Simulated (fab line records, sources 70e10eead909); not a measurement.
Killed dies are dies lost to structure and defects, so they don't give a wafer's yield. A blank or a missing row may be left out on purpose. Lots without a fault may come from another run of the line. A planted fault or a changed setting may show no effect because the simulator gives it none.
Which tool did it? | flow nand_harc | 14 lots, 42 wafers sampled, at 4 steps of a route of 1302

WHAT THE GAUGES READ, wafer by wafer
The record holds no reading of a measuring or inspecting step that can be judged against a usual standard deviation.

WHICH TOOL RAN EACH LOT (tool, then ch and the chambers of the sampled wafers, then the start)
lot  | NHARC_A_CHANNEL_FILL_D2_ETCHBACK_08           | NHARC_A_STAIRCASE_DEP_156       | NHARC_A_STAIRCASE_DEVELOP_165     | NHARC_A_STAIRCASE_ETCH_170
L886 | rie_diel-06 ch 0,2,3, day 15 19:52 or earlier | pecvd-01 ch 0,1,2, day 15 19:52 | litho_track-03 ch 0, day 15 20:00 | rie_diel-10 ch 0,2,3, no start
L887 | rie_diel-06 ch 0,1,3, day 16 09:38 or earlier | pecvd-02 ch 1,2, day 16 09:38   | litho_track-03 ch 0, day 16 10:00 | rie_diel-05 ch 0,2,3, no start
L890 | rie_diel-06 ch 2,3, day 17 07:26 or earlier   | pecvd-04 ch 1,2, day 17 07:26   | litho_track-02 ch 0, day 17 08:00 | rie_diel-10 ch 0,3, no start
L889 | rie_diel-08 ch 0,1, day 17 07:47 or earlier   | pecvd-01 ch 0,1,2, day 17 07:47 | litho_track-07 ch 0, day 17 08:00 | rie_diel-01 ch 1,2,3, no start
L891 | rie_diel-06 ch 1,3, day 17 22:02 or earlier   | pecvd-04 ch 0,2, day 17 22:02   | litho_track-03 ch 0, day 17 22:00 | rie_diel-10 ch 0,2, no start
L892 | rie_diel-06 ch 1,2, day 18 05:40 or earlier   | pecvd-01 ch 0,1, day 18 05:40   | litho_track-07 ch 0, day 18 06:00 | rie_diel-10 ch 2,3, no start
L893 | rie_diel-06 ch 1,2,3, day 19 03:05 or earlier | pecvd-04 ch 1,2, day 19 03:05   | litho_track-07 ch 0, day 19 03:00 | rie_diel-10 ch 0,1,3, no start
L895 | rie_diel-08 ch 2,3, day 19 22:51 or earlier   | pecvd-01 ch 0,1,2, day 19 22:51 | litho_track-07 ch 0, day 19 23:00 | rie_diel-05 ch 1,3, no start
L902 | rie_diel-08 ch 0,2,3, day 22 16:10 or earlier | pecvd-01 ch 0,1,2, day 22 16:10 | litho_track-03, day 22 16:00      | rie_diel-05 ch 0,2,3, no start
L901 | rie_diel-06 ch 0,1,3, day 22 16:10 or earlier | pecvd-04 ch 1,2, day 22 16:10   | litho_track-07, day 22 16:00      | rie_diel-01 ch 1,2, no start
L905 | rie_diel-06 ch 1,3, day 23 23:29 or earlier   | pecvd-02 ch 1,2, day 23 23:29   | litho_track-03 ch 0, day 24 00:00 | rie_diel-01 ch 0,1, no start
L907 | rie_diel-03 ch 1,2,3, day 24 05:26 or earlier | pecvd-01 ch 0,1, day 24 05:26   | litho_track-03 ch 0, day 24 05:00 | rie_diel-10 ch 0,1,2, no start
L904 | rie_diel-06 ch 0,1, day 24 05:16 or earlier   | pecvd-04 ch 0,1, day 24 05:16   | litho_track-02 ch 0, day 24 05:00 | rie_diel-10 ch 0,1,2, no start
L908 | rie_diel-06 ch 0,2,3, day 25 13:05 or earlier | pecvd-04 ch 0,1,2, day 25 13:05 | litho_track-07 ch 0, day 25 13:00 | rie_diel-10 ch 0,2,3, no start
- NHARC_A_CHANNEL_FILL_D2_ETCHBACK_08: etches the open film in C4F8, target depth 220 nm, time 110 s.
- NHARC_A_STAIRCASE_DEP_156: deposits SiNx, target thk 50 nm.
- NHARC_A_STAIRCASE_DEVELOP_165: time 140 s.
- NHARC_A_STAIRCASE_ETCH_170: etches the open film in C4F6/O2, target depth 200 nm, time 66.667 s.

WHAT THE TOOLS THEMSELVES READ (means of the sampled wafers that have a number; where no wafer has one, the mark that the record gives instead)
NHARC_A_CHANNEL_FILL_D2_ETCHBACK_08.
lot  | tool        | oes_product_au (a.u.) | rf_vpp_V (V)
L886 | rie_diel-06 | 0.95                  | 439.8
L887 | rie_diel-06 | 0.92                  | 437.9
L890 | rie_diel-06 | 1.00                  | 442.6
L889 | rie_diel-08 | 1.00                  | 440.8
L891 | rie_diel-06 | 1.00                  | 439.9
L892 | rie_diel-06 | 0.92                  | 443.5
L893 | rie_diel-06 | 0.93                  | 442.1
L895 | rie_diel-08 | 1.01                  | 437.7
L902 | rie_diel-08 | 0.93                  | 439.4
L901 | rie_diel-06 | 0.93                  | 438.4
L905 | rie_diel-06 | 0.93                  | 439.6
L907 | rie_diel-03 | 1.00                  | 441.4
L904 | rie_diel-06 | 0.97                  | 439.2
L908 | rie_diel-06 | 1.00                  | 439.6

NHARC_A_STAIRCASE_DEP_156.
lot  | tool     | heater_power_w (W) | susceptor_temp_C (C)
L886 | pecvd-01 | 681                | 399.88
L887 | pecvd-02 | 751                | 399.82
L890 | pecvd-04 | 680                | 399.89
L889 | pecvd-01 | 673                | 400.20
L891 | pecvd-04 | 653                | 399.91
L892 | pecvd-01 | 687                | 399.90
L893 | pecvd-04 | 661                | 399.99
L895 | pecvd-01 | 661                | 400.15
L902 | pecvd-01 | 699                | 399.92
L901 | pecvd-04 | 603                | 400.09
L905 | pecvd-02 | 704                | 400.32
L907 | pecvd-01 | 684                | 400.10
L904 | pecvd-04 | 707                | 400.09
L908 | pecvd-04 | 641                | 400.12

NHARC_A_STAIRCASE_DEVELOP_165.
lot  | tool           | chill_plate_temp_C (C) | exhaust_pa (Pa)
L886 | litho_track-03 | 22.91                  | 45.1
L887 | litho_track-03 | 23.25                  | 44.9
L890 | litho_track-02 | 23.04                  | 44.8
L889 | litho_track-07 | 22.85                  | 46.1
L891 | litho_track-03 | 22.90                  | 44.8
L892 | litho_track-07 | 23.13                  | 45.1
L893 | litho_track-07 | 23.00                  | 44.3
L895 | litho_track-07 | 22.94                  | 45.8
L902 | litho_track-03 | -                      | -
L901 | litho_track-07 | -                      | -
L905 | litho_track-03 | 23.01                  | 44.6
L907 | litho_track-03 | 22.99                  | 44.1
L904 | litho_track-02 | 23.01                  | 45.1
L908 | litho_track-07 | 23.07                  | 45.6

NHARC_A_STAIRCASE_ETCH_170.
lot  | tool        | drypump_motor_current_A (A) | oes_product_au (a.u.) | rf_vpp_V (V) | showerhead_plenum_p_Torr (Torr) | throttle_valve_pct (%)
L886 | rie_diel-10 | 5.6                         | 0.969                 | 548.2        | 3.97                            | 26.897
L887 | rie_diel-05 | 5.2                         | 0.986                 | 547.9        | 3.98                            | 26.911
L890 | rie_diel-10 | 5.6                         | 0.960                 | 546.1        | 3.86                            | 26.899
L889 | rie_diel-01 | 5.8                         | 0.974                 | 549.7        | 4.04                            | 26.907
L891 | rie_diel-10 | 5.3                         | 0.982                 | 548.8        | 4.02                            | 26.913
L892 | rie_diel-10 | 5.9                         | 0.975                 | 545.9        | 3.91                            | 26.907
L893 | rie_diel-10 | 5.8                         | 0.974                 | 547.0        | 3.92                            | 26.906
L895 | rie_diel-05 | 5.8                         | 0.982                 | 543.0        | 3.74                            | 26.907
L902 | rie_diel-05 | 5.1                         | 0.980                 | 546.7        | 3.95                            | 26.896
L901 | rie_diel-01 | 5.7                         | 0.980                 | 548.2        | 4.00                            | 26.907
L905 | rie_diel-01 | 5.7                         | 0.981                 | 548.7        | 4.02                            | 26.909
L907 | rie_diel-10 | 5.7                         | 0.974                 | 547.8        | 4.00                            | 26.910
L904 | rie_diel-10 | 5.8                         | 0.976                 | 548.2        | 4.00                            | 26.901
L908 | rie_diel-10 | 5.6                         | 0.975                 | 546.9        | 3.93                            | 26.910

THE ANSWER, worked out from the rows above alone
Rule: what is usual is taken from the lots themselves. Put in order of their means at a reading, lots are off if they are a third of the lots or fewer, leave a main group of 4 or more, and stand apart from it by a gap of 3 or more times the standard deviation of the main group's means; of several such gaps the widest counts. A main group whose means are all the same, to the digits that the tables above print for the reading, isn't used. A lot without any number at a reading at which 4 lots or more have one is off too. The other lots that the step has rows for count as sound. The gauges are gone through in route order, then the tools' own readings, and for those a lot's mean is taken as printed above. The first step at which some lot is off is used, and at that step the reading that is off furthest; a lot without a number counts as furthest.
Off: L902, L901, at NHARC_A_STAIRCASE_DEVELOP_165 (chill_plate_temp_C). Without a number there: L902, L901. The main group: mean 23.01 C, standard deviation 0.1.
A tool fits if, at that step or a process step before it, it ran every lot that is off, and no sound lot after the first of them. NHARC_A_CHANNEL_FILL_D2_ETCHBACK_08 gives no start for some lots, so the hours and the order of its lots are those of NHARC_A_STAIRCASE_DEP_156. None of those tried fits.

WHAT THE SIMULATOR HAD PUT IN
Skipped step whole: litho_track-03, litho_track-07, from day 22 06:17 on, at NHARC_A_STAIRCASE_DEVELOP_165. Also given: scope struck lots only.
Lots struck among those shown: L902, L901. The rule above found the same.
